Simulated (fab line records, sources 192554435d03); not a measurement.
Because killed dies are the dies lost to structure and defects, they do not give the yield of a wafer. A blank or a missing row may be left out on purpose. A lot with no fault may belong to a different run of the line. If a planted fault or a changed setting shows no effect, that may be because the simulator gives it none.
A single fault, viewed from 2 desks ; flow n5Finfet ; only its own numbers are on each desk; what lay behind them is given at the end

== THE TOOL OWNER'S DESK: pvdSputter-03 ==
The tool's own readings at N5_BEOL_M8_SPUTTER_48 (material Cu, target thk 10 nm, time 1.667 s): means of the sampled wafers that have a number, for each lot that ran on this tool. If a lot's mean is further than 4 standard deviations from the usual mean, the lot is out of limits and carries the mark OUT (the distance appears in the brackets).
Columns: A = cathodeDcPowerW at N5_BEOL_M8_SPUTTER_48, usual 26001 W; B = throttleValvePct at N5_BEOL_M8_SPUTTER_48, usual 29.8 %
lot;first seen here;A;B
L802;day 10 21:15;26001;28.7
L806;day 12 03:50;25989;30.6
L808;day 12 04:10;26005;30.3
L807;day 12 08:53;26000;30.1
L813;day 13 10:13;24622 (-99 or more) OUT;28.8
L815;day 13 23:56;24622 (-99 or more) OUT;29.6
This desk finds L813, L815 out of limits, L813 being first, at day 13 10:13 (cathodeDcPowerW at N5_BEOL_M8_SPUTTER_48). L802, L806, L808, L807: within limits.

== THE DEFECT DESK ==
For each lot, the counts of the inspections along the route, averaged over the sampled wafers that have a number. If a lot's mean is further than 4 standard deviations from the usual mean, the lot is out of limits and carries the mark OUT (the distance appears in the brackets).
Columns: A = rawDefectCount at N5_BEOL_M8_INSPECT_30, usual 414
lot;first seen here;A
L802;day 10 17:40;336
L804;day 11 04:40;376
L806;day 12 00:50;466
L808;day 12 00:53;308
L807;day 12 04:35;432
L813;day 13 08:02;407
L815;day 13 21:03;322
L817;day 14 06:05;290
L820;day 15 01:45;456
L823;day 15 19:26;489
Finding of this desk: none of the 10 lots has anything out of limits.

== TAKEN TOGETHER ==
On L813, L815, at day 13 10:13, an alarm was possible from the tool owner's desk.
The defect desk saw nothing out of limits.
The defect desk has L813, L815 on record, within its limits.
The lots listed all ran N5_BEOL_M8_SPUTTER_48 on pvdSputter-03.

== WHAT THE SIMULATOR HAD PUT IN ==
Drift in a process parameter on pvdSputter-03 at N5_BEOL_M8_SPUTTER_48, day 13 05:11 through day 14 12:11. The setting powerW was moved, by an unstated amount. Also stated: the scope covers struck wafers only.
Shown lots that were struck: L813, L815.
Delay in hours, fault start to first out-of-limits reading, by desk: the tool owner's desk at 5.
